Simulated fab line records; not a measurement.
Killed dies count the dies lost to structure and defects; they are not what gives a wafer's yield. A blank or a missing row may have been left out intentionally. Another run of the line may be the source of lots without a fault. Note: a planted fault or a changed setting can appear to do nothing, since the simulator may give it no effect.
Which tool was responsible? -- flow nand harc -- 11 lots, 32 wafers sampled, at 5 steps of a route of 1302

== WHAT THE GAUGES READ, wafer by wafer ==
NHARC_END_SORT_01. Usual: killed at array 52, standard deviation 17; killed at other 1.2, standard deviation 1.4; killed at periphery 4.7, standard deviation 2.9; killed dies 58, standard deviation 17; killed open 3.2, standard deviation 1.9; killed short 2.4, standard deviation 1.4.
lot,measured,on,killed at array,killed at other,killed at periphery,killed dies,killed open,killed short,flag
L853,day 33 03:28,prober-01,79 660,1 1,1 4,81 665,5 1,0 1,OFF
L854,day 33 05:41,prober-02,45 39 656,0 2 4,2 8 2,47 49 662,1 6 1,1 3 1,OFF
L855,day 33 12:10,prober-01,38 53 654,0 3 3,6 7 3,44 63 660,2 2 6,4 3 3,OFF

== WHAT TOOL EACH LOT RAN ON (gives the tool, then ch and the chambers of the sampled wafers, and finally the start) ==
lot,NHARC_A_CHANNEL_HOLE_D1_ETCH_34,NHARC_A_CHANNEL_HOLE_D1_ETCH_16,NHARC_A_CHANNEL_HOLE_D1_ETCH_44,NHARC_A_CHANNEL_HOLE_D1_XSEM_31
L834,"rie diel-11 ch 0,1, day 9 05:59 or earlier","rie diel-11 ch 2,3, day 9 05:59 or earlier","rie diel-11 ch 0,3, day 9 05:59","xsem-02 ch 0, day 9 06:53"
L839,"rie diel-04 ch 0,1,3, day 11 03:46 or earlier","rie diel-04 ch 0,2, day 11 03:46 or earlier","rie diel-04 ch 1,3, day 11 03:46","xsem-01 ch 0, day 11 04:38"
L841,"rie diel-05 ch 2,3, day 12 01:58 or earlier","rie diel-05 ch 0,1,3, day 12 01:58 or earlier","rie diel-11 ch 0,2,3, day 12 01:58","xsem-02 ch 0, day 12 02:51"
L843,"rie diel-11 ch 1,2, day 13 02:41 or earlier","rie diel-11 ch 1,3, day 13 02:41 or earlier","rie diel-11 ch 0,2,3, day 13 02:41","xsem-01 ch 0, day 13 03:34"
L845,"rie diel-11 ch 1,2,3, day 13 13:45 or earlier","rie diel-11 ch 1,2,3, day 13 13:45 or earlier","rie diel-11 ch 0,1,2, day 13 13:45","xsem-01 ch 0, day 13 14:38"
L846,"rie diel-11 ch 1,2,3, day 14 15:58 or earlier","rie diel-11 ch 0,1,2, day 14 15:58 or earlier","rie diel-11 ch 0,2,3, day 14 15:58","xsem-01 ch 0, day 14 16:52"
L847,"rie diel-05 ch 0,2, day 14 17:19 or earlier","rie diel-05 ch 1,2,3, day 14 17:19 or earlier","rie diel-05 ch 1,2,3, day 14 17:19","xsem-02 ch 0, day 14 18:12"
L848,"rie diel-11 ch 0,2,3, day 14 20:08 or earlier","rie diel-11 ch 0,1, day 14 20:08 or earlier","rie diel-11 ch 0,2,3, day 14 20:08","xsem-01 ch 0, day 14 21:01"
L853,"rie diel-11 ch 2,3, day 17 08:31 or earlier","rie diel-11 ch 1,3, day 17 08:31 or earlier","rie diel-11 ch 1,2, day 17 08:31","xsem-01 ch 0, day 17 09:24"
L854,"rie diel-04 ch 1,3, day 17 12:41 or earlier","rie diel-04 ch 0,3, day 17 12:41 or earlier","rie diel-11 ch 0,1,2, day 17 12:41","xsem-02 ch 0, day 17 13:35"
L855,"rie diel-11 ch 0,1, day 17 23:08 or earlier","rie diel-11 ch 0,3, day 17 23:08 or earlier","rie diel-11 ch 0,3, day 17 23:08","xsem-01 ch 0, day 18 00:01"
- NHARC_A_CHANNEL_HOLE_D1_ETCH_34: etches the open film in CF4/CHF3, target depth 154 nm, time 77 s.
- NHARC_A_CHANNEL_HOLE_D1_ETCH_16: etches the open film in O2/COS, target depth 3100 nm, time 806 s.
- NHARC_A_CHANNEL_HOLE_D1_ETCH_44: etches the open film in CF4/O2, target depth 140 nm, overetch 14 nm, time 77 s.
- NHARC_A_CHANNEL_HOLE_D1_XSEM_31

== WHAT THE TOOLS THEMSELVES READ (means of the sampled wafers that have a number; where no wafer has one, the mark that the record gives instead) ==
NHARC_A_CHANNEL_HOLE_D1_ETCH_34. Usual: chf3 flow sccm 30.00 sccm, standard deviation 0.084; drypump motor current A 5.8 A, standard deviation 0.6; oes product au 0.946 a.u., standard deviation 0.025; rf vpp V 369.6 V, standard deviation 1.8; showerhead plenum p Torr 1.54 Torr, standard deviation 0.049; throttle valve pct 16.802 %, standard deviation 0.0096.
lot,tool,chf3 flow sccm (sccm),drypump motor current A (A),oes product au (a.u.),rf vpp V (V),showerhead plenum p Torr (Torr),throttle valve pct (%),flag
L834,rie diel-11,30.02,5.8,0.921,368.1,1.52,16.802,
L839,rie diel-04,29.96,6.2,0.942,371.0,1.58,16.805,
L841,rie diel-05,30.03,5.6,0.947,372.3,1.65,16.805,
L843,rie diel-11,29.95,5.9,0.961,369.4,1.54,16.798,
L845,rie diel-11,29.99,5.9,0.962,369.6,1.54,16.801,
L846,rie diel-11,29.97,5.8,0.937,370.1,1.54,16.808,
L847,rie diel-05,30.04,5.7,0.971,371.3,1.59,16.813,
L848,rie diel-11,30.03,5.5,0.925,368.1,1.52,16.796,
L853,rie diel-11,29.94,5.5,0.919,368.5,1.53,16.808,
L854,rie diel-04,29.99,6.6,0.961,371.6,1.61,16.794,
L855,rie diel-11,29.99,5.8,0.930,368.7,1.52,16.802,

NHARC_A_CHANNEL_HOLE_D1_ETCH_16. Usual: cos flow sccm 20.00 sccm, standard deviation 0.063; drypump motor current A 5.8 A, standard deviation 0.61; oes product au 1.002 a.u., standard deviation 0.012; rf vpp V 313.3 V, standard deviation 1.7; showerhead plenum p Torr 3.06 Torr, standard deviation 0.096; throttle valve pct 28.332 %, standard deviation 0.0089.
lot,tool,cos flow sccm (sccm),drypump motor current A (A),oes product au (a.u.),rf vpp V (V),showerhead plenum p Torr (Torr),throttle valve pct (%),flag
L834,rie diel-11,19.95,5.7,0.999,313.2,3.05,28.339,
L839,rie diel-04,20.03,5.5,1.014,311.4,2.96,28.338,
L841,rie diel-05,19.98,5.5,0.996,316.0,3.21,28.315,
L843,rie diel-11,20.03,6.4,1.001,313.5,3.09,28.325,
L845,rie diel-11,20.01,5.8,0.998,312.3,3.05,28.329,
L846,rie diel-11,20.00,5.6,1.001,312.3,3.01,28.332,
L847,rie diel-05,20.03,5.5,1.004,314.9,3.16,28.330,
L848,rie diel-11,20.04,5.8,0.999,312.4,3.01,28.325,
L853,rie diel-11,20.00,6.3,1.002,313.4,3.09,28.328,
L854,rie diel-04,20.00,6.2,1.002,314.2,3.12,28.325,
L855,rie diel-11,19.97,6.0,1.001,313.3,3.04,28.334,

NHARC_A_CHANNEL_HOLE_D1_ETCH_44. Usual: drypump motor current A 5.8 A, standard deviation 0.63; oes product au 1.003 a.u., standard deviation 0.013; rf vpp V 197.2 V, standard deviation 1.2; showerhead plenum p Torr 1.30 Torr, standard deviation 0.04; throttle valve pct 13.399 %, standard deviation 0.0085.
lot,tool,drypump motor current A (A),oes product au (a.u.),rf vpp V (V),showerhead plenum p Torr (Torr),throttle valve pct (%),flag
L834,rie diel-11,5.7,1.003,196.9,1.29,13.390,
L839,rie diel-04,6.6,0.981,199.3,1.38,13.396,
L841,rie diel-11,5.5,1.005,196.6,1.29,13.403,
L843,rie diel-11,5.5,1.011,197.2,1.29,13.394,
L845,rie diel-11,5.6,1.007,196.5,1.29,13.397,
L846,rie diel-11,5.5,1.002,196.4,1.29,13.394,
L847,rie diel-05,5.4,0.995,198.9,1.35,13.407,
L848,rie diel-11,5.5,1.012,196.3,1.29,13.401,
L853,rie diel-11,5.7,0.956,196.8,1.29,13.400,OFF
L854,rie diel-11,5.6,0.977,196.5,1.29,13.405,
L855,rie diel-11,5.7,0.982,196.8,1.29,13.393,

NHARC_A_CHANNEL_HOLE_D1_XSEM_31. Usual: bot cd nm 75.4 nm, standard deviation 2; bow nm 8.64 nm, standard deviation 0.18; tilt deg 0.07 degrees, standard deviation 0.038.
lot,tool,bot cd nm (nm),bow nm (nm),tilt deg (degrees),flag
L834,xsem-02,77.8,8.61,0.07,
L839,xsem-01,72.8,8.71,0.10,
L841,xsem-02,75.8,8.80,0.10,
L843,xsem-01,75.9,8.81,0.07,
L845,xsem-01,73.0,8.61,-0.01,
L846,xsem-01,77.6,8.33,0.03,
L847,xsem-02,73.5,8.51,0.06,
L848,xsem-01,77.2,8.78,0.07,
L853,xsem-01,76.0,8.58,0.02,
L854,xsem-02,75.1,8.64,0.11,
L855,xsem-01,76.1,8.73,0.11,

== THE ANSWER, worked out from the rows above alone ==
Rule: a lot counts as off when the mean over its wafers that have a number is more than 3 standard deviations away from the usual mean. A lot without any number at a reading at which 4 lots or more have one is off too. The other lots that the step has rows for count as sound. Order of review: gauges by route order, followed by the tools' own readings, for which a lot's mean as printed above is used. The first step at which some lot is off is used, and at that step the reading that is off furthest; a lot without a number counts as furthest.
Off at NHARC_END_SORT_01 (killed at array): L853, L854, L855. Neither off nor sound, because the step has no rows for them: L834, L839, L841, L843, L845, L846, L847, L848.
If a tool, at a process step before that reading, ran all the lots that are off and no sound lot after the first of them, it fits. Those tools and the gauges at NHARC_END_SORT_01 are tried in the same way. Because NHARC_A_CHANNEL_HOLE_D1_ETCH_34 lacks a start for some lots, the hours and order of its lots are taken from NHARC_A_CHANNEL_HOLE_D1_ETCH_44. Because NHARC_A_CHANNEL_HOLE_D1_ETCH_16 lacks a start for some lots, the hours and order of its lots are taken from NHARC_A_CHANNEL_HOLE_D1_ETCH_44. One fits: rie diel-11 at NHARC_A_CHANNEL_HOLE_D1_ETCH_44. It ran no sound lot before its first lot that is off in this sample, so the start can't be narrowed down.

== WHAT THE SIMULATOR HAD PUT IN ==
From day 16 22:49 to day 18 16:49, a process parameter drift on rie diel-11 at NHARC_A_CHANNEL_HOLE_D1_ETCH_44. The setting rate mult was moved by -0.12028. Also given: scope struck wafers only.
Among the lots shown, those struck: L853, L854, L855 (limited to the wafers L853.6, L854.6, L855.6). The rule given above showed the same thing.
